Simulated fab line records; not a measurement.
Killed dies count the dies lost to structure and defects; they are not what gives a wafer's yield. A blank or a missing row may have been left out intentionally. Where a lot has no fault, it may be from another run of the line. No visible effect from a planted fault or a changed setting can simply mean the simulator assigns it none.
Split-lot study -- flow n5_finfet -- 21 wafers read across 7 lots, on a route 1938 steps long

## THE SPLIT
At N5_PASSIVATION_VIA_ETCH_13 (etches SiO2 in CHF3/O2, target depth 660 nm, time 330 s), the setting source_w was moved away from the recipe's 650 W on 7 of the 21 wafers read, by -17.1% to -6.7%. This setting was run at the recipe's value on the other wafers.

The reading is taken at the split's own step.

## THE READING
rf_vpp_V, in V, at N5_PASSIVATION_VIA_ETCH_13 (etches SiO2 in CHF3/O2, target depth 660 nm, time 330 s). Fault-free wafers of this fab line usually give 524 V, standard deviation 9.9 V.

wafer,"tool, chamber at the split","source_w as run, W",against the recipe,"rf_vpp_V, V",against lot-mates on the recipe
L076.1,"rie_diel-02, 3",650,recipe,528,-
L076.3,"rie_diel-02, 2",650,recipe,527,-
L076.5,"rie_diel-02, 0",650,recipe,519,-
L081.2,"rie_diel-06, 3",548.6,-15.6%,566,+50
L081.3,"rie_diel-06, 0",650,recipe,516,-
L081.5,"rie_diel-06, 0",548.6,-15.6%,562,+46
L080.1,"rie_diel-04, 0",650,recipe,518,-
L080.2,"rie_diel-04, 2",650,recipe,544,-
L080.3,"rie_diel-04, 1",650,recipe,525,-
L089.1,"rie_diel-06, 0",650,recipe,515,-
L089.2,"rie_diel-06, 3",650,recipe,519,-
L089.4,"rie_diel-06, 1",650,recipe,521,-
L088.3,"rie_diel-04, 3",606.7,-6.7%,531,+14
L088.4,"rie_diel-04, 0",606.7,-6.7%,535,+18
L088.5,"rie_diel-04, 0",650,recipe,517,-
L097.1,"rie_diel-04, 1",572.8,-11.9%,557,+40
L097.2,"rie_diel-04, 0",650,recipe,517,-
L097.4,"rie_diel-04, 0",572.8,-11.9%,551,+34
L095.2,"rie_diel-02, 2",650,recipe,527,-
L095.4,"rie_diel-02, 0",539,-17.1%,571,+44
L095.5,"rie_diel-02, 2",650,recipe,528,-

THE FIT
A straight line over all 21 wafers: rf_vpp_V changes by -2.63 V for each +1% of source_w; r = -0.93; the points scatter about the line by 7 V.
The same after taking each lot's own level away (the mean of its wafers on the recipe; 21 wafers): -2.91 V for each +1%; r = -0.96; scatter 5.4 V.
That fit puts the effect of the largest move of source_w on the reading at 50 V.
Across the lots, their own levels run from 516.0 to 529.0 V, a range of 1.3 times the standard deviation given above.
Consequently the slope shifts little with the lot-to-lot level, the two slopes agreeing.
Check: for one of the wafers moved furthest among these (-17.1%), held out of the fit, the line's prediction against its lot-mates is +51.7 V. Against them it came out at +43.5 V.
Tool readings at the split's step, against how far the setting was moved: rf_vpp_V r = -0.93.

## THE OTHER SPLITS THESE WAFERS WENT THROUGH
Other splits were also applied to these wafers ahead of the reading. Each is held against what the fit with the lots' levels taken away leaves over:
other split on the same wafers,wafers away from the commonest value,r with rf_vpp_V (lot level and that fit taken away)
N5_BEOL_M13_TRENCH_ETCH_34 time_s,8,-0.03
N5_BEOL_M13_SPUTTER_45 power_w,3,+0.19
N5_BEOL_M15_ILD_DEP_00 time_s,5,-0.17
N5_BEOL_M15_EXPOSE_07 dose_mj,7,-0.12
N5_MIM_BOT_SPUTTER_00 time_s,6,-0.01

## FILE'S OWN FIT
rf_vpp_V changes by -2.82 V for each +1% of source_w, r = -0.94.
